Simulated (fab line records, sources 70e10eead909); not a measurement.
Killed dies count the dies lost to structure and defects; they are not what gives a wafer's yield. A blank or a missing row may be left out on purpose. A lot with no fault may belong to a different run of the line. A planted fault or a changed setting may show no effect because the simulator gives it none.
fab line records	flow nandHarc
record lots=14	wafers=42	lastDay=32
route steps=1302 shown P_GATE@174
lots with no fault: from the same line, run without faults
startH: the number of hours between the record's first day and the start of the first shown wafer of the lot	waitH: how many hours have passed since the lot's step before this one	" repeats the value in the row above	L1.1+2: a single row standing in for several wafers	- value missing, or start not given	* or withheld: withheld	< > ~ a bound
route shown NAME@n: names a module that has steps shown in the file, with the first one's number in the route	usual: mean/standard deviation of fault-free wafers	same: alike in all rows	chamber/n: place in a boat	sites: each site's reading	_std_site: their standard deviation	_edge_site: mean of outer sites minus mean of inner sites	radiusMm: for every site, how far away it sits from the centre of the wafer	mask NAME#n: copy n	behind: the most recent tool/chamber to have shaped the wafer	hold: the reason the lot was held/the length of the hold in hours/how it ended	device: the transistor (n, p or np) that didn't switch	end of line: at the end of the route, the tests of the same wafers	a step with no rows: only its recipe	killed: count of dies lost to structure and defects at first sort (not the wafer's yield)	map: a wafer's dies, x killed, . not, _ none there
set.NAME: the setting that was run; set.NAME@STEP: the one run at that earlier step	model.NAME: the simulator's own value behind a step, which no gauge read
route steps across a sampled set of lots; one table per step, one row per wafer
services: when a tool's chamber went out of use (startH, in hours from the record's first day, below 0 if earlier), for how many hours, and the reason
## steps
# step NHARC_P_GATE_STRIP_111
# recipe powerW=1500	tempC=110	timeS=250	chemistry=N2/H2
# usual drypumpMotorCurrentA=5.8/0.54	heaterPowerW=88/6.8
lot.wafer	tool	chamber	startH	waitH	drypumpMotorCurrentA	heaterPowerW	rfHoursCounterH
L669.4	plasmaAsher-01	1	116.42	0.3	6.3	81	-
L669.5	"	0	"	"	6.0	97	-
L669.6	"	1	"	"	6.2	83	-
L672.2	plasmaAsher-01	0	136.48	0.2	6.0	98	30
L672.4	"	0	"	"	6.0	100	-
L672.5	"	1	"	"	6.3	80	-
L673.1	plasmaAsher-02	1	150.65	0.2	5.0	92	13
L673.4	"	0	"	"	4.9	85	-
L673.5	"	1	"	"	5.1	96	-
L674.1	plasmaAsher-01	0	156.19	0.2	6.1	97	35
L674.2	"	1	"	"	6.3	79	35
L674.3	"	0	"	"	6.1	98	-
L678.2	plasmaAsher-01	1	201.20	0.2	6.3	80	6
L678.3	"	1	"	"	6.3	82	-
L678.5	"	0	"	"	6.0	93	-
L681.1	plasmaAsher-02	1	225.65	0.2	5.1	93	29
L681.3	"	0	"	"	5.0	85	-
L681.4	"	1	"	"	5.1	92	-
L682.4	plasmaAsher-01	1	235.38	0.2	6.2	80	-
L682.5	"	1	"	"	6.3	83	-
L682.6	"	0	"	"	6.1	94	-
L683.2	plasmaAsher-02	0	261.14	0.2	4.9	78	0
L683.4	"	0	"	"	4.9	78	-
L683.5	"	1	"	"	5.1	91	-
L684.2	plasmaAsher-01	1	269.39	0.2	6.3	81	19
L684.4	"	1	"	"	6.3	81	-
L684.6	"	1	"	"	6.3	80	-
L687.4	plasmaAsher-02	1	298.68	0.2	5.1	94	-
L687.3	"	0	"	"	4.9	77	-
L687.5	"	1	"	"	5.1	95	-
L689.1	plasmaAsher-01	0	305.38	0.2	6.1	93	26
L689.2	"	1	"	"	6.3	82	26
L689.6	"	0	"	"	6.0	94	-
L688.4	plasmaAsher-01	0	305.97	0.2	6.0	92	-
L688.3	"	1	"	"	6.2	81	-
L688.5	"	0	"	"	6.0	95	-
L690.2	plasmaAsher-02	0	317.00	0.2	4.9	78	12
L690.6	"	1	"	"	5.1	96	-
L690.5	"	0	"	"	4.9	79	-
L691.1	plasmaAsher-02	1	328.62	0.2	5.1	91	14
L691.3	"	1	"	"	5.1	92	-
L691.6	"	1	"	"	5.1	94	-
# step NHARC_P_GATE_DEVELOP_58
# recipe timeS=70
# usual chillPlateTempC=23.01/0.1	exhaustPa=45.2/0.82	resistLineTempC=23.01/0.1
lot.wafer	tool	chamber	startH	waitH	chillPlateTempC	exhaustPa	resistLineTempC
L669.4	lithoTrack-05	0	117	-	23.01	46.3	22.96
L669.5	"	0	"	"	23.03	46.0	22.88
L669.6	"	0	"	"	23.07	45.7	22.90
L672.2	lithoTrack-02	0	137	-	22.82	46.2	23.00
L672.4	"	0	"	"	22.90	44.1	23.17
L672.5	"	0	"	"	22.93	45.1	23.10
L673.1	lithoTrack-03	0	151	-	22.82	44.8	23.04
L673.4	"	0	"	"	23.21	44.1	22.85
L673.5	"	0	"	"	22.90	43.8	23.06
L674.1	lithoTrack-05	0	157	-	22.90	44.7	22.91
L674.2	"	0	"	"	23.02	44.5	22.95
L674.3	"	0	"	"	22.92	46.3	22.91
L678.2	lithoTrack-03	0	202	-	23.04	45.3	23.04
L678.3	"	0	"	"	23.19	45.0	23.08
L678.5	"	0	"	"	23.09	46.1	22.99
L681.1	lithoTrack-03	-	226	-	-	-	-
L681.3	"	-	"	"	-	-	-
L681.4	"	-	"	"	-	-	-
L682.4	lithoTrack-03	-	236	-	-	-	-
L682.5	"	-	"	"	-	-	-
L682.6	"	-	"	"	-	-	-
L683.2	lithoTrack-03	0	262	-	22.88	44.4	22.88
L683.4	"	0	"	"	22.94	44.5	22.93
L683.5	"	0	"	"	22.98	45.7	22.96
L684.2	lithoTrack-05	0	270	-	22.90	44.6	23.07
L684.4	"	0	"	"	22.90	44.7	23.08
L684.6	"	0	"	"	23.01	45.0	23.10
L687.3	lithoTrack-03	0	299	-	22.99	45.0	23.12
L687.4	"	0	"	"	22.97	45.7	23.10
L687.5	"	0	"	"	22.96	44.9	23.12
L689.1	lithoTrack-02	0	306	-	23.03	44.8	22.98
L689.2	"	0	"	"	22.95	43.6	23.06
L689.6	"	0	"	"	23.04	45.5	22.92
L688.3	lithoTrack-03	0	306	-	22.95	44.8	23.19
L688.4	"	0	"	"	23.12	45.6	23.30
L688.5	"	0	"	"	23.03	44.9	23.12
L690.2	lithoTrack-02	0	318	-	22.94	45.3	22.87
L690.5	"	0	"	"	22.98	43.8	22.94
L690.6	"	0	"	"	22.80	44.6	23.10
L691.1	lithoTrack-02	0	329	-	22.87	44.2	23.12
L691.3	"	0	"	"	23.10	44.8	22.90
L691.6	"	0	"	"	23.06	44.1	23.05
# step NHARC_P_GATE_STRIP_113
# recipe powerW=1500	tempC=110	timeS=740	chemistry=N2/H2
# usual drypumpMotorCurrentA=5.6/0.57	heaterPowerW=88/6.4
lot.wafer	tool	chamber	startH	waitH	drypumpMotorCurrentA	heaterPowerW	rfHoursCounterH
L669.4	plasmaAsher-01	1	119.94	0.3	6.3	82	-
L669.5	"	1	"	"	6.2	83	-
L669.6	"	0	"	"	6.1	96	-
L672.2	plasmaAsher-01	1	140.00	0.3	6.2	80	31
L672.4	"	0	"	"	6.0	98	-
L672.5	"	1	"	"	6.2	82	-
L673.1	plasmaAsher-01	0	153.94	0.2	6.1	95	34
L673.4	"	1	"	"	6.3	83	-
L673.5	"	1	"	"	6.3	83	-
L674.2	plasmaAsher-02	0	159.68	0.2	4.9	86	16
L674.1	"	1	"	"	5.1	91	16
L674.3	"	1	"	"	5.1	92	-
L678.2	plasmaAsher-02	0	204.64	0.3	5.0	85	26
L678.3	"	1	"	"	5.0	90	-
L678.5	"	1	"	"	5.0	94	-
L681.1	plasmaAsher-01	0	229.06	0.3	6.0	92	11
L681.4	"	1	"	"	6.3	81	-
L681.3	"	0	"	"	6.1	93	-
L682.4	plasmaAsher-02	0	238.97	0.5	4.9	84	-
L682.5	"	1	"	"	5.1	93	-
L682.6	"	0	"	"	4.9	85	-
L683.2	plasmaAsher-02	1	264.68	0.3	5.0	90	1
L683.4	"	0	"	"	4.9	78	-
L683.5	"	1	"	"	5.1	93	-
L684.2	plasmaAsher-01	1	272.96	0.3	6.3	80	21
L684.4	"	1	"	"	6.3	80	-
L684.6	"	0	"	"	6.0	92	-
L687.4	plasmaAsher-02	1	302.31	0.3	5.1	92	-
L687.3	"	0	"	"	5.0	78	-
L687.5	"	1	"	"	5.1	92	-
L689.1	plasmaAsher-02	1	308.88	0.2	5.1	92	11
L689.2	"	0	"	"	4.9	78	11
L689.6	"	0	"	"	5.0	77	-
L688.3	plasmaAsher-01	0	309.48	0.4	6.0	95	-
L688.4	"	1	"	"	6.2	80	-
L688.5	"	1	"	"	6.3	81	-
L690.2	plasmaAsher-01	0	320.45	0.2	6.0	93	29
L690.6	"	0	"	"	6.1	95	-
L690.5	"	1	"	"	6.2	81	-
L691.1	plasmaAsher-01	1	331.78	0.2	6.3	80	32
L691.3	"	1	"	"	6.3	81	-
L691.6	"	0	"	"	6.0	95	-
# step NHARC_P_GATE_RTA_64
# recipe tempC=1050	timeS=1
# usual annealTempCMax=1056.8/2.7	lampPowerPct=34/3.3	lamp_zone_2_pct=34/3.3	lamp_zone_7_pct=34/3.4	wafer_temp_C_max=1055.9/1.2
lot.wafer	tool	chamber	startH	waitH	annealTempCMax	lampPowerPct	lamp_zone_2_pct	lamp_zone_7_pct	wafer_temp_C_max
L669.4	rtpAnneal-02	0	121.06	-	1053.4	30	30	30	1055.7
L669.5	"	0	"	"	1054.6	30	30	30	1056.6
L669.6	"	0	"	"	1054.5	30	30	30	1056.5
L672.2	rtpAnneal-01	0	141.17	-	1060.7	37	37	37	1055.2
L672.4	"	0	"	"	1058.8	37	37	37	1055.1
L672.5	"	0	"	"	1059.5	37	37	37	1055.9
L673.1	rtpAnneal-02	0	155.23	-	1054.9	30	30	30	1055.1
L673.4	"	0	"	"	1054.9	30	30	30	1057.3
L673.5	"	0	"	"	1055.7	30	30	30	1058.3
L674.1	rtpAnneal-01	0	160.94	-	1062.6	37	37	37	1054.7
L674.2	"	0	"	"	1054.7	37	37	37	1056.1
L674.3	"	0	"	"	1058.1	37	37	37	1054.5
L678.2	rtpAnneal-01	0	205.87	-	1058.0	37	37	37	1055.3
L678.3	"	0	"	"	1058.0	37	37	37	1055.8
L678.5	"	0	"	"	1060.5	37	37	37	1055.9
L681.1	rtpAnneal-01	0	230.21	-	1059.1	37	37	37	1055.9
L681.3	"	0	"	"	1056.7	37	37	37	1055.2
L681.4	"	0	"	"	1057.6	37	37	37	1054.1
L682.4	rtpAnneal-02	0	239.97	-	1053.8	30	30	30	1058.7
L682.5	"	0	"	"	1053.4	30	30	30	1055.7
L682.6	"	0	"	"	1054.6	30	30	30	1056.7
L683.2	rtpAnneal-01	0	265.86	-	1056.8	37	37	37	1055.3
L683.4	"	0	"	"	1058.3	37	37	37	1055.0
L683.5	"	0	"	"	1059.0	37	37	37	1056.4
L684.2	rtpAnneal-02	0	274.14	-	1054.6	30	30	30	1056.3
L684.4	"	0	"	"	1054.1	30	30	30	1055.4
L684.6	"	0	"	"	1054.6	30	30	30	1056.7
L687.3	rtpAnneal-02	0	303.41	-	1053.5	30	30	30	1056.6
L687.4	"	0	"	"	1053.6	30	30	30	1055.9
L687.5	"	0	"	"	1053.9	30	30	30	1053.8
L689.1	rtpAnneal-02	0	310.15	-	1053.2	30	30	30	1055.2
L689.2	"	0	"	"	1053.4	30	30	30	1055.6
L689.6	"	0	"	"	1053.4	30	30	30	1056.7
L688.3	rtpAnneal-01	0	310.57	-	1058.7	37	37	37	1055.2
L688.4	"	0	"	"	1059.9	37	37	37	1055.3
L688.5	"	0	"	"	1060.1	37	37	37	1055.1
L690.2	rtpAnneal-01	0	321.75	-	1058.2	37	37	37	1056.8
L690.5	"	0	"	"	1060.5	37	37	37	1055.8
L690.6	"	0	"	"	1058.8	37	37	37	1054.2
L691.1	rtpAnneal-01	0	333.05	-	1059.8	37	37	37	1054.4
L691.3	"	0	"	"	1057.1	37	37	37	1055.2
L691.6	"	0	"	"	1064.8	37	36	37	1055.2
## services
tool	chamber	startH	hours	kind
lithoTrack-03	-	100.00	7.0	pm
lithoTrack-05	-	124.00	7.0	pm
plasmaAsher-01	-	165.00	9.0	pm
plasmaAsher-01	0	165.00	9.0	ventCycle
plasmaAsher-01	1	165.00	9.0	ventCycle
plasmaAsher-01	0	174.00	-	clean
plasmaAsher-01	1	174.00	-	clean
plasmaAsher-02	-	210.77	0.9	repair
lithoTrack-02	-	227.00	7.0	pm
plasmaAsher-02	-	249.00	9.0	pm
plasmaAsher-02	0	249.00	9.0	ventCycle
plasmaAsher-02	1	249.00	9.0	ventCycle
plasmaAsher-02	0	258.00	-	clean
plasmaAsher-02	1	258.00	-	clean
lithoTrack-03	-	275.00	7.0	pm
plasmaAsher-02	-	278.78	1.4	repair
lithoTrack-05	-	299.00	7.0	pm
## key
firstSign step=NHARC_P_GATE_DEVELOP_58	reading=toolRecord	direction=missing
effect none on later readings
metAt NHARC_P_GATE_DEVELOP_58
struckLots L681,L682
sortLeftOut L681.1,L681.3,L681.4,L682.4,L682.5,L682.6
testerLeftOut L681,L682
notActingAt NHARC_P_GATE_STRIP_111,NHARC_P_GATE_STRIP_113,NHARC_P_GATE_RTA_64
onsetBetween 202 226
fault kind=skippedStepWhole	tool=lithoTrack-03	chamber=-	onsetH=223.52	steps=NHARC_P_GATE_DEVELOP_58	scope=struckLotsOnly
# testerLeftOut: of these lots the tester's yield and bins aren't shown, on N5 and GAA mostly nor the transistor test; their killed dies are dies lost to structure and defects alone, not to doping, threshold or leakage, so they don't give the yield
# sortLeftOut: the simulated sort isn't trusted on such a fault, so these wafers' sort isn't shown, and their yield isn't known
